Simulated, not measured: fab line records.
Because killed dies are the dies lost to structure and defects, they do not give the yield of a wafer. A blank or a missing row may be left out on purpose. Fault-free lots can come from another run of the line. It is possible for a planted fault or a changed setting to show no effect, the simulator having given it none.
A struck lot beside a sound one -- flow n5-finfet -- 16 steps out of a route of 1938
Sound: the wafers L555.2, L555.4, L555.5. Struck: wafers L569.1, L569.2 (left out: L569.4, a lot-mate that was not struck); the cause follows at the end.
Each step with rows lists, per side, the tool, then ch with its chambers, then its first start. Under that, the readings that differ: sound wafers -- struck wafers -- difference of the means -- sigmas: that difference in standard deviations of wafers without a fault.
alike: readings with means less than 2 such deviations apart, plus words and numbers identical on both sides. not compared: withheld readings, readings lacking a value on some wafer, bounds such as >300 that could conceal the same value, and numbers that have no deviation in the record and whose values overlap.
A row with sigmas, a row that says differs or no value, or rows on one side alone: a step with any of these is where the two part. Numbers that have no deviation but don't overlap get no sigmas and don't part them. Lack of a reading on every wafer of one side parts them only where that side has two or more wafers.

N5_HKMG_FIN_STRIP_93: strips SOC in N2/H2, time 20 s.
  sound on rie-diel-03 ch 0,3, day 5 01:31; struck on rie-diel-01 ch 0,3, day 8 08:50
  alike: drypump-motor-current-A, oes-product-au, power-w, rf-fwd-power-W, rf-vpp-V, showerhead-plenum-p-Torr, throttle-valve-pct
  not compared: rf-hours-counter-h
then, 1 step without rows for these wafers: N5_HKMG_FIN_WET_ETCH_76 (etches Al2O3 in dNH4OH, stops on La2O3, target depth 2.25 nm, rinse time 30 s).
N5_HKMG_FIN_STRIP_60: strips in N2/H2, time 360 s.
  sound on plasma-asher-02 ch 0,1, day 5 01:40; struck on plasma-asher-01 ch 0,1, day 8 08:59
  alike: drypump-motor-current-A, heater-power-w
  not compared: rf-hours-counter-h
then, 2 steps without rows for these wafers: N5_HKMG_FIN_WET_ETCH_77 (etches La2O3 in dHCl, stops on HfO2, target depth 2 nm); N5_HKMG_FIN_WET_ETCH_78 (etches Al2O3 in dNH4OH, stops on La2O3, target depth 4.5 nm, rinse time 30 s).
N5_HKMG_FIN_ALD_79: deposits TiN, target thk 1.5 nm, pulse time 1 s, purge time 3 s.
  sound on ald-metal-01 ch 1,2, day 5 02:10; struck on ald-metal-04 ch 1,2, day 8 09:28
  alike: chamber-pressure-Torr, heater-power-w, precursor-pulse-height-rel
  not compared: ald-cycles
N5_HKMG_FIN_CVD_62: deposits a-Si from Si2H6, target thk 3 nm, time 20.8 s.
  sound on thermal-cvd-si-01 ch 0,2, day 5 02:31; struck on thermal-cvd-si-01 ch 1,2, day 8 09:50
  alike: chamber-pressure-Torr, heater-power-w
then, 5 steps without rows for these wafers: N5_HKMG_FIN_RTA_80 (time 2 s); N5_HKMG_FIN_PRECLEAN_64 (cleans in dHF, time 30 s); N5_HKMG_FIN_WET_ETCH_65 (etches a-Si in TMAH, stops on TiN, time 49 s, target depth 3 nm); N5_HKMG_FIN_WET_ETCH_81 (etches TiN in SC1, stops on HfO2, time 57 s, target depth 6 nm); N5_HKMG_FIN_WET_ETCH_82 (etches La2O3 in dHCl, stops on HfO2, target depth 2 nm, rinse time 30 s).
N5_HKMG_FIN_ALD_36: deposits TiN, target thk 1 nm, pulse time 1 s, purge time 3 s.
  sound on ald-metal-04 ch 1,2, day 5 03:02; struck on ald-metal-01 ch 2,3, day 8 10:13
reading,sound,struck,difference,sigmas
ald-cycles,47 47 47,49 49,+2,
  alike: chamber-pressure-Torr, heater-power-w, precursor-pulse-height-rel
N5_HKMG_FIN_THK_MEAS_70: measures by xrf.
  sound: film-metro-02 at day 5 03:19; struck: film-metro-02 at day 8 10:31
  alike: HK_THK
-- here the record skips 4 days between the struck wafers' starts before and after, leaving off in module HKMG_FIN and picking up in module BEOL_M4 (first step shown: number 1111 of the route) --
N5_BEOL_M4_RC_MEAS_101:
  sound on prober-02 ch 0, day 8 23:05; struck on prober-01 ch 0, day 12 21:42
  alike: DIBL_N, DIBL_P, IOFF_N, IOFF_P, ION_N, ION_P, SS_N, SS_P, VT_N, VT_P
-- the record jumps here: 5 days lie between the struck wafers' starts before and after (it left off in module BEOL_M4 and takes up again in module PASSIVATION, whose first step shown is number 1936 of the route) --
N5_PASSIVATION_PROBE_49:
  sound: prober-01 at day 13 12:26; struck: prober-02 at day 17 10:16
reading,sound,struck,difference,sigmas
killed_at_M4_up,14 4 11,27 18,+13,+2
killed-short,27 19 19,32 47,+18,+2
  alike: defect-limited-yield, killed_at_M0_to_M3, killed-at-contacts, killed-at-front-end, killed-at-other, killed-dies, killed-on-rim, killed-open, sort_bin_5_function, sort_bin_6_memory, sort-n-pass, sort-yield-pct

## WHERE THEY PART
Only at N5_PASSIVATION_PROBE_49, within this record.

WHY: what had been put in by the simulator
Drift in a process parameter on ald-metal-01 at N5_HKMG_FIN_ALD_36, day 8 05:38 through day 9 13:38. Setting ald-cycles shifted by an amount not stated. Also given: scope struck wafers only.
